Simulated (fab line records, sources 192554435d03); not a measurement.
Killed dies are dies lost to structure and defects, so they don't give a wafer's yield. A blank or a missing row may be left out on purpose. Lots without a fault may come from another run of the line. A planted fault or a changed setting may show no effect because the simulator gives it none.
Which tool did it? | flow n5_finfet | 11 lots, 29 wafers sampled, at 5 steps of a route of 1938

WHAT THE GAUGES READ, wafer by wafer
N5_BEOL_M9_CD_MEAS_35: target cd 70 nm, target cd y 40 nm.
lot  | measured     | on        | cd_nm (nm)
L737 | day 10 06:22 | cd_sem-02 | 70.4 70.6 70.4
L738 | day 10 12:19 | cd_sem-01 | 69.6 69.7 70.6
L743 | day 11 17:55 | cd_sem-02 | 71.3 70.5 70.0
L745 | day 12 14:11 | cd_sem-01 | 69.7 69.6
L747 | day 13 01:53 | cd_sem-03 | 70.3 69.9 70.7
L750 | day 13 16:52 | cd_sem-01 | 70.0 70.0
L752 | day 14 10:32 | cd_sem-01 | 71.0 70.0 69.5
L755 | day 14 14:44 | cd_sem-01 | 69.9 69.7
L756 | day 15 01:48 | cd_sem-02 | 68.9 69.7
L757 | day 15 11:25 | cd_sem-03 | 70.9 70.0 70.6
L753 | day 16 05:03 | cd_sem-02 | 71.5 70.2 70.5

N5_BEOL_M10_THK_MEAS_01.
lot  | measured     | on            | M10_ILD_THK (nm)
L737 | day 10 09:47 | film_metro-01 | 264 266 267
L738 | day 10 15:44 | film_metro-02 | 268 268 272
L743 | day 11 20:46 | film_metro-01 | 270 272 269
L745 | day 12 18:07 | film_metro-02 | 269 266
L747 | day 13 04:54 | film_metro-02 | 269 268 272
L750 | day 13 20:30 | film_metro-01 | 265 224
L752 | day 14 13:38 | film_metro-02 | 262 267 274
L755 | day 14 18:06 | film_metro-02 | 216 219
L756 | day 15 05:43 | film_metro-02 | 269 219
L757 | day 15 14:56 | film_metro-01 | 264 271 271
L753 | day 16 09:46 | film_metro-02 | 263 265 267

WHICH TOOL RAN EACH LOT (tool, then ch and the chambers of the sampled wafers, then the start)
lot  | N5_BEOL_M9_TRENCH_ETCH_37                     | N5_BEOL_M9_SPUTTER_48        | N5_BEOL_M10_ILD_DEP_00
L737 | rie_diel-06 ch 0,1, day 10 06:22 or earlier   | pvd_sputter-01, day 10 07:46 | pecvd-04 ch 1,2, day 10 09:10
L738 | rie_diel-05 ch 0,1,2, day 10 12:19 or earlier | pvd_sputter-01, day 10 13:50 | pecvd-04 ch 0,2, day 10 15:09
L743 | rie_diel-06 ch 1,2,3, day 11 17:55 or earlier | pvd_sputter-03, day 11 19:08 | pecvd-01 ch 0,2, day 11 20:09
L745 | rie_diel-05 ch 0,2, day 12 14:11 or earlier   | pvd_sputter-03, day 12 16:31 | pecvd-02 ch 0,2, day 12 17:33
L747 | rie_diel-06 ch 1,2,3, day 13 01:53 or earlier | pvd_sputter-03, day 13 03:17 | pecvd-01 ch 0,1,2, day 13 04:19
L750 | rie_diel-06 ch 0,2, day 13 16:52 or earlier   | pvd_sputter-02, day 13 18:52 | pecvd-01 ch 1, day 13 19:55
L752 | rie_diel-06 ch 1,2, day 14 10:32 or earlier   | pvd_sputter-01, day 14 11:49 | pecvd-04 ch 0,1,2, day 14 13:02
L755 | rie_diel-03 ch 1,2, day 14 14:44 or earlier   | pvd_sputter-02, day 14 16:29 | pecvd-01 ch 0,2, day 14 17:31
L756 | rie_diel-03 ch 0,3, day 15 01:48 or earlier   | pvd_sputter-02, day 15 03:23 | pecvd-01 ch 0,2, day 15 04:38
L757 | rie_diel-05 ch 0,3, day 15 11:25 or earlier   | pvd_sputter-01, day 15 12:33 | pecvd-04 ch 1,2, day 15 13:51
L753 | rie_diel-06 ch 0,2,3, day 16 05:03 or earlier | pvd_sputter-01, day 16 07:52 | pecvd-02 ch 0,1,2, day 16 09:11
- N5_BEOL_M9_TRENCH_ETCH_37: etches SiCOH lowk in C4F6/O2, target depth 151.43 nm, time 49 s.
- N5_BEOL_M9_SPUTTER_48: material Cu, target thk 12 nm, time 2 s.
- N5_BEOL_M10_ILD_DEP_00: deposits SiCOH lowk from DEMS/porogen, target thk 308.51 nm, time 58 s.

WHAT THE TOOLS THEMSELVES READ (means of the sampled wafers that have a number; where no wafer has one, the mark that the record gives instead)
N5_BEOL_M9_TRENCH_ETCH_37.
lot  | tool        | drypump_motor_current_A (A) | oes_product_au (a.u.) | rf_vpp_V (V) | showerhead_plenum_p_Torr (Torr) | throttle_valve_pct (%)
L737 | rie_diel-06 | 6.2                         | 0.83                  | 680          | 2.94                            | 21.25
L738 | rie_diel-05 | 5.7                         | 0.81                  | 672          | 2.83                            | 20.94
L743 | rie_diel-06 | 5.9                         | 0.84                  | 673          | 2.92                            | 21.10
L745 | rie_diel-05 | 5.9                         | 0.81                  | 675          | 2.88                            | 21.02
L747 | rie_diel-06 | 5.9                         | 0.81                  | 673          | 2.91                            | 21.11
L750 | rie_diel-06 | 5.7                         | 0.90                  | 674          | 2.97                            | 21.01
L752 | rie_diel-06 | 5.8                         | 0.84                  | 673          | 3.00                            | 21.06
L755 | rie_diel-03 | 6.1                         | 0.85                  | 666          | 2.88                            | 21.02
L756 | rie_diel-03 | 5.8                         | 0.73                  | 662          | 2.84                            | 21.13
L757 | rie_diel-05 | 5.7                         | 0.85                  | 688          | 2.99                            | 20.86
L753 | rie_diel-06 | 5.7                         | 0.83                  | 672          | 2.89                            | 21.07

N5_BEOL_M9_SPUTTER_48.
lot  | tool           | chuck_sensor_temp_C (C) | throttle_valve_pct (%)
L737 | pvd_sputter-01 | -15.7                   | 30.7
L738 | pvd_sputter-01 | -15.8                   | 30.5
L743 | pvd_sputter-03 | -15.9                   | 29.2
L745 | pvd_sputter-03 | -16.2                   | 29.7
L747 | pvd_sputter-03 | -16.2                   | 30.2
L750 | pvd_sputter-02 | -17.1                   | 29.4
L752 | pvd_sputter-01 | -16.0                   | 30.0
L755 | pvd_sputter-02 | -16.9                   | 29.0
L756 | pvd_sputter-02 | -16.4                   | 29.0
L757 | pvd_sputter-01 | -15.6                   | 30.3
L753 | pvd_sputter-01 | -15.7                   | 29.9

N5_BEOL_M10_ILD_DEP_00.
lot  | tool     | heater_power_w (W) | run_length_s (s) | showerhead_plenum_p_Torr (Torr) | showerhead_vpp_V (V) | throttle_valve_pct (%)
L737 | pecvd-04 | 313                | 100.9            | 5.725                           | 1299                 | 13.2
L738 | pecvd-04 | 322                | 100.9            | 5.731                           | 1388                 | 13.5
L743 | pecvd-01 | 348                | 100.8            | 5.751                           | 1338                 | 13.2
L745 | pecvd-02 | 301                | 101.6            | 5.734                           | 1346                 | 13.9
L747 | pecvd-01 | 370                | 100.6            | 5.738                           | 1369                 | 13.6
L750 | pecvd-01 | 360                | 94.9             | 5.732                           | 1401                 | 13.8
L752 | pecvd-04 | 315                | 100.8            | 5.741                           | 1369                 | 13.6
L755 | pecvd-01 | 352                | 90.3             | 5.749                           | 1356                 | 13.4
L756 | pecvd-01 | 362                | 95.4             | 5.748                           | 1348                 | 13.4
L757 | pecvd-04 | 286                | 100.7            | 5.734                           | 1301                 | 13.2
L753 | pecvd-02 | 321                | 100.8            | 5.742                           | 1342                 | 14.2

THE ANSWER, worked out from the rows above alone
Rule: what is usual is taken from the lots themselves. Put in order of their means at a reading, lots are off if they are a third of the lots or fewer, leave a main group of 4 or more, and stand apart from it by a gap of 3 or more times the standard deviation of the main group's means; of several such gaps the widest counts. A main group whose means are all the same, to the digits that the tables above print for the reading, isn't used. A lot without any number at a reading at which 4 lots or more have one is off too. The other lots that the step has rows for count as sound. The gauges are gone through in route order, then the tools' own readings, and for those a lot's mean is taken as printed above. The first step at which some lot is off is used, and at that step the reading that is off furthest; a lot without a number counts as furthest.
Off: L750, L755, L756, at N5_BEOL_M10_THK_MEAS_01 (M10_ILD_THK). The main group: mean 268 nm, standard deviation 1.8.
A tool fits if, at a process step before that reading, it ran every lot that is off, and no sound lot after the first of them. The gauges at N5_BEOL_M10_THK_MEAS_01 aren't tried: what is off there is off at N5_BEOL_M10_ILD_DEP_00 too, on other tools, and a gauge's error can't cause that. N5_BEOL_M9_TRENCH_ETCH_37 gives no start for some lots, so the hours and the order of its lots are those of N5_BEOL_M9_CD_MEAS_35. Can't be told from this: 2 tools fit, pvd_sputter-02 at N5_BEOL_M9_SPUTTER_48, pecvd-01 at N5_BEOL_M10_ILD_DEP_00.

WHAT THE SIMULATOR HAD PUT IN
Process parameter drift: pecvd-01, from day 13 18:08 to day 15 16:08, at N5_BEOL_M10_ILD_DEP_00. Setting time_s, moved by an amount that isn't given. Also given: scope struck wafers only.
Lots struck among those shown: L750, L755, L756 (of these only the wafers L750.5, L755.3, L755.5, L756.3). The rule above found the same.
